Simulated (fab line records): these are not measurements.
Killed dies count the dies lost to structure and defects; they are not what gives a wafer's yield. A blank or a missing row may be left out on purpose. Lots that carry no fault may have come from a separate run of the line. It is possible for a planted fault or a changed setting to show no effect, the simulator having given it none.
Which tool is to blame? | flow n5-finfet | 25 wafers sampled from 9 lots at 1 step of a route of 1938

## WHAT THE GAUGES READ, wafer by wafer
N5_BEOL_M1_INSPECT_30: inspects for defects (brightfield).
lot  | measured     | on                | raw-defect-count
L307 | day 7 04:31  | defect-inspect-01 | 520 412 456
L310 | day 7 19:09  | defect-inspect-02 | 386 520 320
L312 | day 8 01:56  | defect-inspect-01 | 385 442 396
L311 | day 8 04:32  | defect-inspect-02 | 681 409
L313 | day 8 15:01  | defect-inspect-01 | 540 329
L314 | day 9 00:39  | defect-inspect-02 | 381 324 491
L322 | day 11 03:07 | defect-inspect-02 | 336 351 336
L323 | day 11 03:10 | defect-inspect-02 | 345 348 320
L324 | day 11 13:07 | defect-inspect-02 | 330 324 265

## WHICH TOOL RAN EACH LOT (tool, then ch and the chambers of the sampled wafers, then the start)
Record: no process step prior to these readings.

## THE ANSWER, worked out from the rows above alone
Rule: what is usual is taken from the lots themselves. The widest of any qualifying gaps counts: lots, ordered by their means at a reading, are off when they make up no more than a third of the lots, leave a main group of 4 or more, and stand apart from it by 3 or more times the standard deviation of that group's means. The tables above print the reading to a certain number of digits; a main group whose means all agree to those digits is not used. Also off: a lot with no number at a reading for which 4 or more lots have one. Where the step has rows for the other lots, those lots are counted as sound.
No lot is off on any of the readings shown, so nothing can be concluded from this.

## WHAT THE SIMULATOR HAD INSERTED
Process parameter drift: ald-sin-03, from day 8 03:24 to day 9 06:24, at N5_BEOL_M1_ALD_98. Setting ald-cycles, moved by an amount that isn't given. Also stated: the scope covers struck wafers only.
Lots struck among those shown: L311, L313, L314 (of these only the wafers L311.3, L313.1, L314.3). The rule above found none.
